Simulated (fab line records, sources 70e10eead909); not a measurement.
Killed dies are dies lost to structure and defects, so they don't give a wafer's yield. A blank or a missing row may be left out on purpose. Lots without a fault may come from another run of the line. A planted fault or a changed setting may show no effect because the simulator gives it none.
Which tool did it? | flow nand_harc | 14 lots, 42 wafers sampled, at 3 steps of a route of 1302

WHAT THE GAUGES READ, wafer by wafer
NHARC_A_M0_THK_MEAS_24: measures by xrf.
lot  | measured     | on            | thk_nm (nm)
L300 | day 22 13:02 | film_metro-01 | 114.4 113.5 113.6
L303 | day 23 10:32 | film_metro-02 | 112.1 112.5 111.6
L302 | day 23 15:39 | film_metro-01 | 112.6 111.2 112.9
L304 | day 24 03:44 | film_metro-02 | 113.5 116.0 114.6
L305 | day 24 19:43 | film_metro-02 | 114.5 114.0 115.1
L306 | day 25 03:30 | film_metro-02 | 112.7 113.3 113.1
L307 | day 25 18:22 | film_metro-01 | 113.1 111.9 112.2
L310 | day 27 00:03 | film_metro-01 | 113.9 114.2 112.0
L315 | day 28 09:20 | film_metro-01 | 114.4 114.4 114.2
L313 | day 28 16:19 | film_metro-01 | 114.2 112.1 114.8
L316 | day 29 08:36 | film_metro-01 | 114.1 113.5 116.0
L317 | day 30 21:36 | film_metro-01 | 116.3 114.3 114.1
L320 | day 31 07:04 | film_metro-01 | 114.3 115.7 113.8
L323 | day 31 15:17 | film_metro-01 | 115.3 114.9 114.1

WHICH TOOL RAN EACH LOT (tool, then ch and the chambers of the sampled wafers, then the start)
lot  | NHARC_A_M0_DESCUM_14               | NHARC_A_M0_PVD_20
L300 | rie_diel-02 ch 1,2,3, day 22 10:35 | pvd_sputter-01, day 22 13:02 or earlier
L303 | rie_diel-02 ch 0,2,3, day 23 08:09 | pvd_sputter-03, day 23 10:32 or earlier
L302 | rie_diel-02 ch 1,2, day 23 13:19   | pvd_sputter-02, day 23 15:39 or earlier
L304 | rie_diel-09 ch 1,3, day 24 01:24   | pvd_sputter-02, day 24 03:44 or earlier
L305 | rie_diel-09 ch 1,2, day 24 16:53   | pvd_sputter-03, day 24 19:43 or earlier
L306 | rie_diel-12 ch 2,3, day 25 01:08   | pvd_sputter-01, day 25 03:30 or earlier
L307 | rie_diel-12 ch 0,2,3, day 25 16:02 | pvd_sputter-02, day 25 18:22 or earlier
L310 | rie_diel-12 ch 1,3, day 26 21:38   | pvd_sputter-03, day 27 00:03 or earlier
L315 | rie_diel-02 ch 0,1,3, day 28 07:01 | pvd_sputter-02, day 28 09:20 or earlier
L313 | rie_diel-02 ch 1,2, day 28 13:58   | pvd_sputter-02, day 28 16:19 or earlier
L316 | rie_diel-02 ch 0,1,3, day 29 06:13 | pvd_sputter-02, day 29 08:36 or earlier
L317 | rie_diel-02 ch 0,3, day 30 19:14   | pvd_sputter-03, day 30 21:36 or earlier
L320 | rie_diel-09 ch 0,2, day 31 04:43   | pvd_sputter-02, day 31 07:04 or earlier
L323 | rie_diel-09 ch 1,2, day 31 12:59   | pvd_sputter-02, day 31 15:17 or earlier
- NHARC_A_M0_DESCUM_14: chemistry O2, time 3 s.
- NHARC_A_M0_PVD_20: deposits TaN, target thk 5 nm, time 8.06 s.

WHAT THE TOOLS THEMSELVES READ (means of the sampled wafers that have a number; where no wafer has one, the mark that the record gives instead)
NHARC_A_M0_DESCUM_14.
lot  | tool        | drypump_motor_current_A (A) | oes_product_au (a.u.) | rf_vpp_V (V) | showerhead_plenum_p_Torr (Torr) | throttle_valve_pct (%)
L300 | rie_diel-02 | 5.6                         | 1.001                 | 58.2         | 1.92                            | 11.308
L303 | rie_diel-02 | 5.5                         | 0.994                 | 58.1         | 1.93                            | 11.319
L302 | rie_diel-02 | 5.8                         | 0.991                 | 57.4         | 1.84                            | 11.306
L304 | rie_diel-09 | 6.0                         | 0.991                 | 57.4         | 1.83                            | 11.314
L305 | rie_diel-09 | 5.4                         | 1.004                 | 58.2         | 1.85                            | 11.314
L306 | rie_diel-12 | 5.4                         | 1.003                 | 58.8         | 1.99                            | 11.305
L307 | rie_diel-12 | 5.3                         | 1.008                 | 58.0         | 1.99                            | 11.297
L310 | rie_diel-12 | 5.6                         | 0.998                 | 58.0         | 2.00                            | 11.310
L315 | rie_diel-02 | 5.4                         | 0.998                 | 58.6         | 1.99                            | 11.314
L313 | rie_diel-02 | 5.8                         | 0.998                 | 57.7         | 1.84                            | 11.313
L316 | rie_diel-02 | 5.4                         | 0.990                 | 57.8         | 1.99                            | 11.302
L317 | rie_diel-02 | 5.2                         | 0.992                 | 58.2         | 2.00                            | 11.307
L320 | rie_diel-09 | 6.0                         | 0.999                 | 57.9         | 1.93                            | 11.319
L323 | rie_diel-09 | 5.4                         | 1.000                 | 57.7         | 1.84                            | 11.316

NHARC_A_M0_PVD_20.
lot  | tool           | throttle_valve_pct (%)
L300 | pvd_sputter-01 | 29.7
L303 | pvd_sputter-03 | 31.0
L302 | pvd_sputter-02 | 29.6
L304 | pvd_sputter-02 | 30.8
L305 | pvd_sputter-03 | 30.9
L306 | pvd_sputter-01 | 29.4
L307 | pvd_sputter-02 | 30.4
L310 | pvd_sputter-03 | 30.9
L315 | pvd_sputter-02 | 30.2
L313 | pvd_sputter-02 | 30.3
L316 | pvd_sputter-02 | 30.5
L317 | pvd_sputter-03 | 31.1
L320 | pvd_sputter-02 | 30.1
L323 | pvd_sputter-02 | 30.4

THE ANSWER, worked out from the rows above alone
Rule: what is usual is taken from the lots themselves. Put in order of their means at a reading, lots are off if they are a third of the lots or fewer, leave a main group of 4 or more, and stand apart from it by a gap of 3 or more times the standard deviation of the main group's means; of several such gaps the widest counts. A main group whose means are all the same, to the digits that the tables above print for the reading, isn't used. A lot without any number at a reading at which 4 lots or more have one is off too. The other lots that the step has rows for count as sound. The gauges are gone through in route order, then the tools' own readings, and for those a lot's mean is taken as printed above. The first step at which some lot is off is used, and at that step the reading that is off furthest; a lot without a number counts as furthest.
No lot is off at any reading shown: from this, nothing can be told.

WHAT THE SIMULATOR HAD PUT IN
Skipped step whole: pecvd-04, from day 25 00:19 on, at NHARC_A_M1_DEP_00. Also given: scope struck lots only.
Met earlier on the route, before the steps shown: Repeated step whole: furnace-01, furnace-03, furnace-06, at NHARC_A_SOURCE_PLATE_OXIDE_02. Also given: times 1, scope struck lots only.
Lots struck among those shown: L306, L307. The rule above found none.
